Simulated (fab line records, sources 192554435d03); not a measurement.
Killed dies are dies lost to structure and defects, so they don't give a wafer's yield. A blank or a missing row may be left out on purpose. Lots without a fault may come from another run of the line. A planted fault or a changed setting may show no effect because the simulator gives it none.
fab line records | flow n5_finfet
record lots=12 wafers=36 last_day=17
route steps=1938 shown BEOL_M0@740 MIM_TOP@1836 MIM_BOT_LITHO@1862 PAD_METAL@1896 PASSIVATION@1936
lots that met no fault: from a run of the same line without faults
start_h: hours from the record's first day to the start of the lot's first wafer shown | wait_h: hours since the lot's step before | " the same as in the row above | L1.1+2: a row that stands for several wafers | - no value, or no start given | * or withheld: withheld | < > ~ a bound
route shown NAME@n: a module of which the file shows steps, and the number in the route of the first | usual: mean/standard deviation of fault-free wafers | same: alike in all rows | chamber/n: place in a boat | sites: the reading at each site | _std_site: their standard deviation | _edge_site: outer sites' mean less inner sites' | radius_mm: how far each site lies from the wafer's centre | mask NAME#n: copy n | behind: the tool/chamber that last shaped the wafer | hold: why the lot was held/for how many hours/how that ended | device: the transistor (n, p or np) that didn't switch | end of line: the same wafers' tests at the end of the route | a step without rows: its recipe alone | killed: dies lost to structure and defects at the first sort, not the wafer's yield | map: a wafer's dies, x killed, . not, _ none there
set.NAME: the setting as run; set.NAME@STEP: as run at that earlier step | model.NAME: the simulator's own value behind a step, which no gauge read
steps of the route over a sample of lots; a table a step, a row a wafer
services: from which hour (start_h, from the record's first day; less than 0 if before it) a tool's chamber was out of use, for how many hours, and why
## steps
# step N5_BEOL_M0_SPUTTER_141
# recipe material=Cu target_thk_a=40 temp_c=-20 chamber_pressure_pa=0.07 power_w=withheld time_s=7.37
# usual throttle_valve_pct=30.5/0.77
# columns lot.wafer tool chamber start_h wait_h throttle_valve_pct
L567.3 pvd_sputter-03 - 123.04 0.0 31.0
L567.5 " - " " 32.0
L567.6 " - " " 31.2
L568.3 pvd_sputter-02 - 125.89 0.0 29.8
L568.4 " - " " 29.2
L568.5 " - " " 29.8
L569.2 pvd_sputter-01 - 133.28 0.0 30.5
L569.4 " - " " 30.8
L569.5 " - " " 29.5
L570.1 pvd_sputter-02 - 136.28 0.0 29.8
L570.3 " - " " 29.2
L570.5 " - " " 29.4
L573.2 pvd_sputter-01 - 163.26 0.0 29.8
L573.3 " - " " 30.6
L573.5 " - " " 29.6
L575.1 pvd_sputter-02 - 175.10 0.0 30.8
L575.4 " - " " 30.2
L575.6 " - " " 30.2
L577.2 pvd_sputter-01 - 184.84 0.0 30.9
L577.5 " - " " 29.7
L577.6 " - " " 29.8
L578.3 pvd_sputter-01 - 200.11 0.0 29.7
L578.4 " - " " 30.5
L578.6 " - " " 30.8
L579.2 pvd_sputter-01 - 202.93 0.0 31.0
L579.4 " - " " 29.9
L579.5 " - " " 30.4
L582.1 pvd_sputter-03 - 210.60 0.0 31.8
L582.3 " - " " 31.3
L582.4 " - " " 31.1
L585.2 pvd_sputter-01 - 222.99 0.0 29.7
L585.3 " - " " 30.5
L585.6 " - " " 30.8
L586.1 pvd_sputter-01 - 230.90 0.0 29.3
L586.2 " - " " 30.2
L586.6 " - " " 29.5
# step N5_MIM_TOP_ALD_02
# recipe material=Al2O3 target_thk_a=* temp_c=withheld ald_precursor_family=TMA ald_co_reactant=O3 pulse_time_s=withheld purge_time_s=3 co_reactant_purge_time_s=withheld co_reactant_pulse_time_s=3 ald_cycles=withheld
# usual precursor_pulse_height_rel=1.000/0.018
# columns lot.wafer tool chamber start_h wait_h precursor_pulse_height_rel
L567.3 ald_hk-03 3 - - 1.012
L567.5 " 3 " " 0.985
L567.6 " 2 " " 1.004
L568.3 ald_hk-01 0 - - 0.995
L568.4 " 1 " " 0.986
L568.5 " 1 " " 1.017
L569.2 ald_hk-02 2 - - 0.980
L569.4 " 1 " " 1.012
L569.5 " 3 " " 1.022
L570.1 ald_hk-03 3 - - 0.998
L570.3 " 2 " " 0.995
L570.5 " 1 " " 1.009
L573.2 ald_hk-03 1 - - 1.015
L573.3 " 2 " " 0.996
L573.5 " 1 " " 1.019
L575.1 ald_hk-02 3 - - 1.023
L575.4 " 1 " " 1.002
L575.6 " 3 " " 1.006
L577.2 ald_hk-03 1 - - 0.984
L577.5 " 1 " " 1.029
L577.6 " 2 " " 1.021
L578.3 ald_hk-03 3 - - 0.979
L578.4 " 2 " " 0.967
L578.6 " 0 " " 0.963
L579.2 ald_hk-02 2 - - 0.982
L579.4 " 1 " " 1.005
L579.5 " 1 " " 0.975
L582.1 ald_hk-01 1 - - 0.971
L582.3 " 2 " " 0.991
L582.4 " 3 " " 0.975
L585.2 ald_hk-01 1 - - 0.978
L585.3 " 2 " " 0.993
L585.6 " 1 " " 1.018
L586.1 ald_hk-02 1 - - 0.994
L586.2 " 3 " " 0.978
L586.6 " 2 " " 1.015
# step N5_MIM_BOT_LITHO_CD_MEAS_08
# recipe target_cd_nm=3000 landing_energy_ev=500 detector=se_inlens polarity=opening
# usual cd_nm=2999.9/1.3
# same landing_energy_ev=500
# columns lot.wafer tool chamber start_h wait_h cd_nm
L567.3 cd_sem-02 0 281.34 - 3000.7
L567.5 " 0 " " 3000.0
L567.6 " 0 " " 3000.2
L568.3 cd_sem-01 0 285.68 - 3001.1
L568.4 " 0 " " 3000.1
L568.5 " 0 " " 2999.0
L569.2 cd_sem-03 0 286.66 - 2999.1
L569.4 " 0 " " 2998.7
L569.5 " 0 " " 2999.3
L570.1 cd_sem-03 0 290.39 - 2999.1
L570.3 " 0 " " 2998.9
L570.5 " 0 " " 3001.0
L573.2 cd_sem-03 0 305.40 - 2998.9
L573.3 " 0 " " 2999.8
L573.5 " 0 " " 3001.1
L575.1 cd_sem-01 0 317.23 - 2999.8
L575.4 " 0 " " 3000.4
L575.6 " 0 " " 3000.2
L577.2 cd_sem-03 0 331.45 - 2997.9
L577.5 " 0 " " 2999.6
L577.6 " 0 " " 2999.2
L578.3 cd_sem-03 0 334.97 - 2998.1
L578.4 " 0 " " 3001.0
L578.6 " 0 " " 3000.7
L579.2 cd_sem-03 0 352.34 - 3001.8
L579.4 " 0 " " 3003.3
L579.5 " 0 " " 3002.9
L582.1 cd_sem-01 0 352.50 - 2998.9
L582.3 " 0 " " 2998.6
L582.4 " 0 " " 2998.1
L585.2 cd_sem-02 0 368.80 - 2999.7
L585.3 " 0 " " 2999.8
L585.6 " 0 " " 3001.8
L586.1 cd_sem-01 0 389.97 - 2998.7
L586.2 " 0 " " 3001.3
L586.6 " 0 " " 3000.7
# step N5_PASSIVATION_AL_DEP_21
# recipe material=Al target_thk_a=28000 temp_c=400 time_s=170 power_w=30000 chamber_pressure_pa=0.4 gas=Ar
# usual throttle_valve_pct=30.5/0.78
# columns lot.wafer tool chamber start_h wait_h throttle_valve_pct
L567.3 pvd_sputter-03 - 285.62 0.1 31.8
L567.5 " - " " 31.4
L567.6 " - " " 30.1
L568.3 pvd_sputter-01 - 290.37 0.1 29.7
L568.4 " - " " 29.6
L568.5 " - " " 31.1
L569.2 pvd_sputter-01 - 290.75 0.1 29.5
L569.4 " - " " 29.6
L569.5 " - " " 30.5
L570.1 pvd_sputter-03 - 294.39 0.1 30.3
L570.3 " - " " 31.8
L570.5 " - " " 30.7
L573.2 pvd_sputter-03 - 310.21 0.1 31.1
L573.3 " - " " 31.6
L573.5 " - " " 31.3
L575.1 pvd_sputter-01 - 320.73 0.1 30.3
L575.4 " - " " 29.9
L575.6 " - " " 29.7
L577.2 pvd_sputter-01 - 334.22 0.1 29.8
L577.5 " - " " 30.0
L577.6 " - " " 31.1
L578.3 pvd_sputter-02 - 342.04 0.1 30.6
L578.4 " - " " 29.0
L578.6 " - " " 29.6
L579.2 pvd_sputter-03 - 356.06 0.1 31.3
L579.4 " - " " 30.6
L579.5 " - " " 31.3
L582.1 pvd_sputter-02 - 357.35 0.1 29.9
L582.3 " - " " 30.5
L582.4 " - " " 29.1
L585.2 pvd_sputter-01 - 373.81 0.1 30.5
L585.3 " - " " 29.8
L585.6 " - " " 29.6
L586.1 pvd_sputter-01 - 394.31 0.1 30.7
L586.2 " - " " 30.7
L586.6 " - " " 30.9
# step N5_PASSIVATION_PROBE_49
# usual defect_limited_yield=91.0/1.5 killed_at_M0_to_M3=36/12 killed_at_M4_up=14/5.5 killed_at_contacts=11/4.8 killed_at_front_end=42/12 killed_at_other=3.7/2.7 killed_dies=106/18 killed_open=70/13 killed_short=35/8.2 sort_bin_5_function=5.3/1 sort_bin_6_memory=3.3/0.69 sort_bin_8_speed=0.00/0.007 sort_n_pass=1074/18 sort_yield_pct=91.0/1.5
# same gross_dies=1180 killed_at_back_side=0 sort_bin_4_leakage[%]=0
# columns lot.wafer tool chamber start_h wait_h defect_limited_yield[%] killed_at_M0_to_M3 killed_at_M4_up killed_at_contacts killed_at_front_end killed_at_other killed_dies killed_open killed_short sort_bin_5_function[%] sort_bin_6_memory[%] sort_bin_8_speed[%] sort_n_pass sort_yield_pct[%]
L586.1 prober-01 - 399.64 0.0 79.6 166 11 5 51 8 241 77 42 12.9 5.3 0 939 79.6
L586.2 prober-01 - 399.69 0.1 81.0 150 15 18 41 0 224 72 37 11.5 5.0 0 956 81.0
L586.6 prober-01 - 399.89 0.3 80.7 159 12 8 45 4 228 76 36 13.1 4.1 0 952 80.7
# killed by level:class
L586.1 BEOL_M0:unspecified=122 STI_FIN_REVEAL:geometric_particle:open=12 FIN_SAQP:geometric_particle:open=10 FIN_SAQP:geometric_particle:short=7 BEOL_M0_SAQP:geometric_particle:short=7 BEOL_M0_SAQP:geometric_particle:open=7 BEOL_M2:geometric_particle:open=7 ILD0:geometric_particle:short=5
L586.2 BEOL_M0:unspecified=115 MOL_CONTACT_COAG:geometric_particle:open=14 FIN_SAQP:geometric_particle:open=8 BEOL_M0_SAQP:geometric_particle:open=8 FIN_SAQP:geometric_particle:short=7 STI_FIN_REVEAL:geometric_particle:open=7 BEOL_M0_SAQP:geometric_particle:short=6 BEOL_M1:geometric_particle:open=6
L586.6 BEOL_M0:unspecified=116 BEOL_M2:geometric_particle:open=12 BEOL_M1:geometric_particle:open=10 FIN_SAQP:geometric_particle:open=9 MOL_CONTACT_COAG:geometric_particle:open=6 GATE_CUT:geometric_particle:short=5 BEOL_M0_SAQP:geometric_particle:open=5 BEOL_M3:geometric_particle:open=5
## services
# columns tool chamber start_h hours kind
ald_hk-01 - 205.98 0.9 repair
ald_hk-03 - 209.71 2.8 pm
ald_hk-01 - 234.55 6.0 pm
ald_hk-02 - 278.54 1.1 repair
ald_hk-03 - 343.45 14.6 pm
ald_hk-01 - 390.00 2.8 pm
pvd_sputter-03 - 390.12 2.8 repair
## key
first_sign step=N5_PASSIVATION_PROBE_49 reading=killed_at_M0_to_M3 direction=up sigmas=11 usual=36 struck=158
effect step=N5_PASSIVATION_PROBE_49 reading=defect_limited_yield direction=down sigmas=6.9 usual=91.0 struck=80.4
more_kills_born_at N5_BEOL_M0_SPUTTER_141@pvd_sputter-01=353
met_at N5_BEOL_M0_SPUTTER_141
struck_lots L586
not_acting_at N5_MIM_TOP_ALD_02,N5_MIM_BOT_LITHO_CD_MEAS_08,N5_PASSIVATION_AL_DEP_21
onset_between 222.99 230.90
also_fits time
fault kind=chamber_particle_source tool=pvd_sputter-01 chamber=- onset_h=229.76 steps=N5_BEOL_M0_SPUTTER_141 rate_per_visit_cm2=0.79442
